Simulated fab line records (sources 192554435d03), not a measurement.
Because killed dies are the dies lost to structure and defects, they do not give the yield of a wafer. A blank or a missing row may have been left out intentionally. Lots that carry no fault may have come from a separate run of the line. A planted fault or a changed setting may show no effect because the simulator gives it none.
Chamber matching :: flow n5_finfet :: pecvd-03 running N5_PASSIVATION_PECVD_55: 3 sister chambers
The step deposits SiO2 from SiH4/N2O, target thk 400 nm, time 22.5 s. 14 wafers are shown with their chamber, then 7 later ones without.

WAFERS PAIRED WITH THEIR CHAMBERS
wafer: L075.3
chamber: 2
throttle_valve_pct (%): 48.0
showerhead_plenum_p_Torr (Torr): 8.13
heater_power_w (W): 528

wafer: L075.4
chamber: 0
throttle_valve_pct (%): 51.8
showerhead_plenum_p_Torr (Torr): 8.27
heater_power_w (W): 616

wafer: L075.6
chamber: 1
throttle_valve_pct (%): 55.1
showerhead_plenum_p_Torr (Torr): 8.10
heater_power_w (W): 561

wafer: L080.1
chamber: 2
throttle_valve_pct (%): 47.8
showerhead_plenum_p_Torr (Torr): 8.13
heater_power_w (W): 524

wafer: L080.2
chamber: 1
throttle_valve_pct (%): 55.2
showerhead_plenum_p_Torr (Torr): 8.13
heater_power_w (W): 515

wafer: L080.4
chamber: 0
throttle_valve_pct (%): 51.9
showerhead_plenum_p_Torr (Torr): 8.27
heater_power_w (W): 622

wafer: L085.3
chamber: 0
throttle_valve_pct (%): 51.9
showerhead_plenum_p_Torr (Torr): 8.26
heater_power_w (W): 765

wafer: L085.5
chamber: 1
throttle_valve_pct (%): 55.0
showerhead_plenum_p_Torr (Torr): 8.15
heater_power_w (W): 551

wafer: L085.6
chamber: 0
throttle_valve_pct (%): 51.9
showerhead_plenum_p_Torr (Torr): 8.27
heater_power_w (W): 750

wafer: L087.2
chamber: 2
throttle_valve_pct (%): 48.2
showerhead_plenum_p_Torr (Torr): 8.13
heater_power_w (W): 599

wafer: L087.3
chamber: 1
throttle_valve_pct (%): 54.9
showerhead_plenum_p_Torr (Torr): 8.12
heater_power_w (W): 542

wafer: L087.4
chamber: 0
throttle_valve_pct (%): 52.1
showerhead_plenum_p_Torr (Torr): 8.26
heater_power_w (W): 693

wafer: L091.1
chamber: 2
throttle_valve_pct (%): 48.3
showerhead_plenum_p_Torr (Torr): 8.14
heater_power_w (W): 569

wafer: L091.2
chamber: 0
throttle_valve_pct (%): 52.1
showerhead_plenum_p_Torr (Torr): 8.27
heater_power_w (W): 676

SIGNATURES, as means of the wafers listed above
reading: throttle_valve_pct
chamber 0: 51.950
chamber 1: 55.050
chamber 2: 48.075
scatter within a chamber: 0.157

reading: showerhead_plenum_p_Torr
chamber 0: 8.2667
chamber 1: 8.1250
chamber 2: 8.1325
scatter within a chamber: 0.0117

reading: heater_power_w
chamber 0: 687.00
chamber 1: 542.25
chamber 2: 555.00
scatter within a chamber: 47.2
Rule: a wafer lies at a distance from a chamber equal to the root of the sum of squares, over the readings, of (its reading less the chamber's mean, divided by the reading's scatter). The wafer belongs to the nearest chamber; if the next one is less than 2 further off, it can't be placed. The scatter: the root of (the sum of the squares of (reading less its chamber's mean) over the shown wafers, divided by (wafers less chambers)).

WAFERS WITHOUT THEIR CHAMBER
wafer: L091.5
throttle_valve_pct (%): 52.0
showerhead_plenum_p_Torr (Torr): 8.27
heater_power_w (W): 715

wafer: L093.1
throttle_valve_pct (%): 54.9
showerhead_plenum_p_Torr (Torr): 8.15
heater_power_w (W): 531

wafer: L093.2
throttle_valve_pct (%): 52.0
showerhead_plenum_p_Torr (Torr): 8.25
heater_power_w (W): 748

wafer: L093.3
throttle_valve_pct (%): 48.4
showerhead_plenum_p_Torr (Torr): 8.13
heater_power_w (W): 576

wafer: L097.1
throttle_valve_pct (%): 54.8
showerhead_plenum_p_Torr (Torr): 8.12
heater_power_w (W): 596

wafer: L097.3
throttle_valve_pct (%): 54.9
showerhead_plenum_p_Torr (Torr): 8.14
heater_power_w (W): 465

wafer: L097.6
throttle_valve_pct (%): 55.0
showerhead_plenum_p_Torr (Torr): 8.14
heater_power_w (W): 489

EACH ONE'S CHAMBER
wafer: L091.5
from the rows above: 0
in truth: 0

wafer: L093.1
from the rows above: 1
in truth: 1

wafer: L093.2
from the rows above: 0
in truth: 0

wafer: L093.3
from the rows above: 2
in truth: 2

wafer: L097.1
from the rows above: 1
in truth: 1

wafer: L097.3
from the rows above: 1
in truth: 1

wafer: L097.6
from the rows above: 1
in truth: 1
Placed correctly: 7 of 7. Can't be placed from these rows: 0. 0 placed wrongly.
